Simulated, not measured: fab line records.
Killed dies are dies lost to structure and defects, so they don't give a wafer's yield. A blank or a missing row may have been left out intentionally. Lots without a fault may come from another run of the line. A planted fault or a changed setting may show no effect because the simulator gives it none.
One fault seen from 2 desks | flow nandHarc | what lay behind the numbers comes last; until then each desk has only its own

## AT THE METROLOGY DESK
What the gauges read for every lot (on any tool): the sampled wafers with a number, averaged. The brackets show how far a lot's mean lies from the usual mean; more than 4 standard deviations puts the lot out of limits, marked OUT.
Columns: A = cdNm at NHARC_A_CHANNEL_HOLE_D1_CD_MEAS_30, usual 90.0 nm
lot  | first seen here | A
L658 | day 9 03:15     | 90.7
L659 | day 10 03:05    | 89.9
L660 | day 10 03:10    | 89.1
L661 | day 10 11:20    | 88.8
L672 | day 15 05:56    | 91.2
L673 | day 15 10:07    | 91.4
L676 | day 16 12:10    | 89.7
L675 | day 16 13:25    | 89.4
L677 | day 17 06:56    | 91.0
L678 | day 17 11:06    | 90.2
L679 | day 18 02:51    | 90.3
This desk's finding: nothing out of limits on any of the 11 lots.

## DESK OF THE TOOL OWNER: lpcvdPoly-02
The tool's own readings at NHARC_A_CHANNEL_FILL_D1_CVD_09 (deposits poly-Si, target thk 150 nm, time 3000 s): means of the sampled wafers that have a number, for each lot that ran on this tool. The brackets show how far a lot's mean lies from the usual mean; more than 4 standard deviations puts the lot out of limits, marked OUT.
Columns: A = spikeTcBottomC at NHARC_A_CHANNEL_FILL_D1_CVD_09, usual 638.5 C; B = spikeTcCentreC at NHARC_A_CHANNEL_FILL_D1_CVD_09, usual 619.9 C; C = spikeTcLowerC at NHARC_A_CHANNEL_FILL_D1_CVD_09, usual 620.4 C; D = spikeTcTopC at NHARC_A_CHANNEL_FILL_D1_CVD_09, usual 642.7 C; E = spikeTcUpperC at NHARC_A_CHANNEL_FILL_D1_CVD_09, usual 619.6 C; F = tubeCenterTempC at NHARC_A_CHANNEL_FILL_D1_CVD_09, usual 619.99 C; G = zonePowerCentrePct at NHARC_A_CHANNEL_FILL_D1_CVD_09, usual 9.5 %
lot  | first seen here | A                | B               | C               | D               | E               | F                        | G
L661 | day 12 09:03    | 657.8 (+6.4) OUT | 636.3 (+15) OUT | 637.1 (+14) OUT | 659.8 (+10) OUT | 636.8 (+14) OUT | 636.35 (+99 or more) OUT | 11.2
L673 | day 17 07:41    | 640.9            | 621.0           | 621.0           | 642.7           | 620.7           | 619.91                   | 10.6
L677 | day 19 03:50    | 640.1            | 620.9           | 620.2           | 644.1           | 620.9           | 619.99                   | 10.7
L678 | day 19 10:53    | 640.8            | 619.6           | 620.5           | 643.7           | 619.5           | 620.00                   | 10.8
L679 | day 20 00:36    | 641.2            | 619.2           | 620.8           | 643.0           | 620.6           | 620.02                   | 10.6
This desk finds L661 out of limits, L661 being first, at day 12 09:03 (spikeTcBottomC at NHARC_A_CHANNEL_FILL_D1_CVD_09). L673, L677, L678, L679: within limits.

## TAKEN TOGETHER
The tool owner's desk could have raised an alarm at day 12 09:03, on L661.
At the metrology desk, nothing out of limits was observed.
The metrology desk has L661 on record, within its limits.
NHARC_A_CHANNEL_FILL_D1_CVD_09 was run on lpcvdPoly-02 by each of the lots named.

## WHAT THE SIMULATOR HAD PUT IN
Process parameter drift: lpcvdPoly-02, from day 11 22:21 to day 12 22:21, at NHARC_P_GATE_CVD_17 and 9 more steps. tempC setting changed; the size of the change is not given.
Lots struck among those shown: L661.
Hours from the fault's start to each desk's first reading out of limits: the tool owner's desk, 11.
